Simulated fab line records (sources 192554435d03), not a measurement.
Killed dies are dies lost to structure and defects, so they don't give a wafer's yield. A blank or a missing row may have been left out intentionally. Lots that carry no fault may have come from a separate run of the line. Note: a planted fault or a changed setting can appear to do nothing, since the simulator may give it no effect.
Chamber matching -- flow n5 finfet -- ald sin-04 running N5_FIN_SAQP_SPACER1_ALD_24: 4 sister chambers
The step deposits SiO2, target thk 20.3 nm, pulse time 1 s, purge time 2 s. 16 wafers are shown with their chamber, then 8 later ones without.

WAFERS WITH THEIR CHAMBER
wafer,chamber,heater power w (W),precursor pulse height rel
L077.1,1,427,0.990
L077.2,3,517,0.984
L077.6,2,486,0.999
L078.3,3,509,0.990
L078.5,3,511,0.989
L078.6,2,498,0.998
L079.2,2,495,0.963
L079.3,3,535,0.980
L079.6,1,413,1.015
L081.1,0,498,1.023
L081.3,2,498,0.997
L081.6,1,438,1.001
L085.2,2,500,0.972
L085.3,0,507,1.010
L085.4,3,532,1.012
L092.1,2,495,1.033

SIGNATURES (averages over the wafers above)
reading,chamber 0,chamber 1,chamber 2,chamber 3,scatter within a chamber
heater power w,502.50,426.00,495.33,520.80,9.37
precursor pulse height rel,1.01650,1.00200,0.99367,0.99100,0.0183
Rule: distance of a wafer from a chamber = root of the sum over the readings of ((wafer's reading minus chamber's mean) / reading's scatter) squared. The wafer belongs to the nearest chamber; if the next one is less than 2 further off, it can't be placed. The scatter is the square root of a quotient: the sum, over the shown wafers, of each reading's squared deviation from its chamber's mean, divided by wafers minus chambers.

WAFERS MISSING THEIR CHAMBER
wafer,heater power w (W),precursor pulse height rel
L092.2,527,1.007
L092.5,428,1.007
L096.1,511,1.008
L096.2,430,0.999
L096.3,488,0.978
L096.4,491,0.972
L096.5,439,1.024
L096.6,516,0.986

EACH ONE'S CHAMBER
wafer,from the rows above,in truth
L092.2,can't be placed: 3 or 0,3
L092.5,1,1
L096.1,can't be placed: 0 or 3 or 2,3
L096.2,1,1
L096.3,can't be placed: 2 or 0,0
L096.4,can't be placed: 2 or 0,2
L096.5,1,1
L096.6,can't be placed: 3 or 0 or 2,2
3 of 8 placed correctly. From these rows, 5 cannot be placed; in 5 the true chamber is one of the candidates. Wrongly placed: 0.
